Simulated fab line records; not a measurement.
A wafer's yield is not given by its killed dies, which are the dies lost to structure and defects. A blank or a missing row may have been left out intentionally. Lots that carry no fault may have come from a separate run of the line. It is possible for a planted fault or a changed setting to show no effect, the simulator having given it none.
Chamber matching :: flow nand harc :: 4 sister chambers for NHARC_A_CONTACT_ETCH_96 on rie diel-09
The step etches the open film in C4F6/O2, target depth 20 nm, time 10 s. 8 wafers are shown with their chamber, then 6 later ones without.

== WAFERS PAIRED WITH THEIR CHAMBERS ==
wafer: L163.1
chamber: 2
showerhead plenum p Torr (Torr): 3.71
drypump motor current A (A): 5.9

wafer: L163.2
chamber: 1
showerhead plenum p Torr (Torr): 3.82
drypump motor current A (A): 6.5

wafer: L163.6
chamber: 3
showerhead plenum p Torr (Torr): 4.12
drypump motor current A (A): 5.9

wafer: L169.3
chamber: 0
showerhead plenum p Torr (Torr): 3.75
drypump motor current A (A): 5.6

wafer: L169.4
chamber: 2
showerhead plenum p Torr (Torr): 3.70
drypump motor current A (A): 5.8

wafer: L173.1
chamber: 1
showerhead plenum p Torr (Torr): 3.81
drypump motor current A (A): 6.4

wafer: L173.4
chamber: 0
showerhead plenum p Torr (Torr): 3.74
drypump motor current A (A): 5.6

wafer: L173.6
chamber: 3
showerhead plenum p Torr (Torr): 4.11
drypump motor current A (A): 5.9

== WAFERS WHOSE CHAMBER IS MISSING ==
wafer: L174.1
showerhead plenum p Torr (Torr): 3.81
drypump motor current A (A): 6.4

wafer: L174.2
showerhead plenum p Torr (Torr): 4.11
drypump motor current A (A): 5.9

wafer: L174.4
showerhead plenum p Torr (Torr): 3.70
drypump motor current A (A): 5.8

wafer: L175.1
showerhead plenum p Torr (Torr): 4.11
drypump motor current A (A): 5.9

wafer: L175.3
showerhead plenum p Torr (Torr): 3.81
drypump motor current A (A): 6.4

wafer: L175.5
showerhead plenum p Torr (Torr): 4.11
drypump motor current A (A): 5.9

== WHICH CHAMBER EACH WENT THROUGH ==
wafer: L174.1
from the rows above: 1
in truth: 1

wafer: L174.2
from the rows above: 3
in truth: 3

wafer: L174.4
from the rows above: 2
in truth: 2

wafer: L175.1
from the rows above: 3
in truth: 3

wafer: L175.3
from the rows above: 1
in truth: 1

wafer: L175.5
from the rows above: 3
in truth: 3
Correctly placed: 6 of 6. From these rows, 0 cannot be placed. Number placed wrongly: 0.
How it was worked out, from the rows above alone: a wafer's distance from a chamber is the root of the sum, over the readings, of the square of ((its reading less the chamber's mean) divided by the reading's scatter). The wafer belongs to the nearest chamber; if the next one is less than 2 further off, it can't be placed. The mean given for a chamber averages the wafers shown for that chamber. How the scatter is found: for the shown wafers, subtract from each reading the mean of its chamber, square and add these, divide the total by (wafers less chambers), then take the root.
